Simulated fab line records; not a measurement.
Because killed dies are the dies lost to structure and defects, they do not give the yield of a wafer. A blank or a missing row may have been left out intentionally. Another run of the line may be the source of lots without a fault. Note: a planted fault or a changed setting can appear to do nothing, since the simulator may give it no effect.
Split-lot study | flow n5 finfet | on a route of 1938 steps: 7 lots, 21 wafers read

ON THE SPLIT
At N5_SD_EPI_N_EXPOSE_06 (exposes mask SD N BLK, target cd 120 nm), the setting dose mj was moved away from the recipe's 39.75 on 6 of the 21 wafers read, by -7.0% to +3.8%. The other wafers ran this setting at the recipe's value.

FROM THE SPLIT TO THE READING: what the file shows between them, 2 steps
- N5_SD_EPI_N_PEB_07: peb time 60 s
- N5_SD_EPI_N_DEVELOP_08: develop time 30 s

THE READING
At N5_SD_EPI_N_CD_MEAS_09: cd nm in nanometres, against a target cd of 120 nm. Fault-free wafers of this fab line usually give 120.1 nm, standard deviation 0.63 nm.

wafer  | tool, chamber at the split | dose mj as run | against the recipe | cd nm, nm | against lot-mates on the recipe
L074.2 | arfi scanner-01, 0         | 39.75          | recipe             | 120.1     | -
L074.5 | arfi scanner-01, 0         | 39.75          | recipe             | 119.7     | -
L074.6 | arfi scanner-01, 0         | 41.26          | +3.8%              | 122.3     | +2.4
L077.1 | arfi scanner-02, 0         | 39.75          | recipe             | 120.3     | -
L077.4 | arfi scanner-02, 0         | 39.75          | recipe             | 120.4     | -
L077.5 | arfi scanner-02, 0         | 39.75          | recipe             | 120.8     | -
L080.2 | arfi scanner-02, 0         | 39.75          | recipe             | 121.3     | -
L080.5 | arfi scanner-02, 0         | 39.75          | recipe             | 120.9     | -
L080.6 | arfi scanner-02, 0         | 38.59          | -2.9%              | 118.6     | -2.5
L085.1 | arfi scanner-02, 0         | 37.7           | -5.2%              | 115.4     | -5.5
L085.4 | arfi scanner-02, 0         | 37.7           | -5.2%              | 116.1     | -4.8
L085.5 | arfi scanner-02, 0         | 39.75          | recipe             | 120.9     | -
L087.2 | arfi scanner-03, 0         | 39.75          | recipe             | 118.6     | -
L087.3 | arfi scanner-03, 0         | 39.75          | recipe             | 119.7     | -
L087.6 | arfi scanner-03, 0         | 39.75          | recipe             | 119.6     | -
L091.1 | arfi scanner-01, 0         | 39.75          | recipe             | 118.7     | -
L091.3 | arfi scanner-01, 0         | 36.98          | -7.0%              | 114.7     | -4.0
L091.6 | arfi scanner-01, 0         | 36.98          | -7.0%              | 114.4     | -4.3
L095.1 | arfi scanner-01, 0         | 39.75          | recipe             | 120.4     | -
L095.4 | arfi scanner-01, 0         | 39.75          | recipe             | 120.8     | -
L095.5 | arfi scanner-01, 0         | 39.75          | recipe             | 120.3     | -

THE FIT
A straight line over all 21 wafers: cd nm changes by +0.78 nm for each +1% of dose mj; r = +0.95; the points scatter about the line by 0.74 nm.
The same after taking each lot's own level away (the mean of its wafers on the recipe; 21 wafers): +0.724 nm for each +1%; r = +0.96; scatter 0.62 nm.
On that fit, the largest move of dose mj shifts the reading by 5 nm.
Across the lots, their own levels run from 118.70 to 121.10 nm, a range of 3.8 times the standard deviation given above.
The two slopes agree, so the slope changes little with the lot-to-lot level.
Check: with one of the wafers moved furthest among these (-7.0%) left out of the fit, the line predicts -5.57 nm for it against its lot-mates. Against them it came out at -4 nm.

THE WHOLE CHAIN: every reading that the file lists as answering this split, in the file's order
step                   | what it does                                           | reading                                                         | change (the file's fit)               | r (the file's)
N5_SD_EPI_N_CD_MEAS_09 | target cd 120 nm                                       | cd nm                                                           | +0.73 nm for each +1% of the setting  | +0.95
N5_SD_EPI_N_DESCUM_14  | chemistry O2, time 7.9 s                               | SD_EPI_N.cd nm (the simulator's own value, which no gauge read) | +0.656 nm for each +1% of the setting | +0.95
N5_SD_EPI_N_ETCH_34    | etches SiARC in CF4, target depth 45.5 nm, time 75.8 s | SD_EPI_N.cd nm (the simulator's own value, which no gauge read) | +0.668 nm for each +1% of the setting | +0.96

THE FILE'S OWN FIT
cd nm changes by +0.73 nm for each +1% of dose mj, r = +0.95.
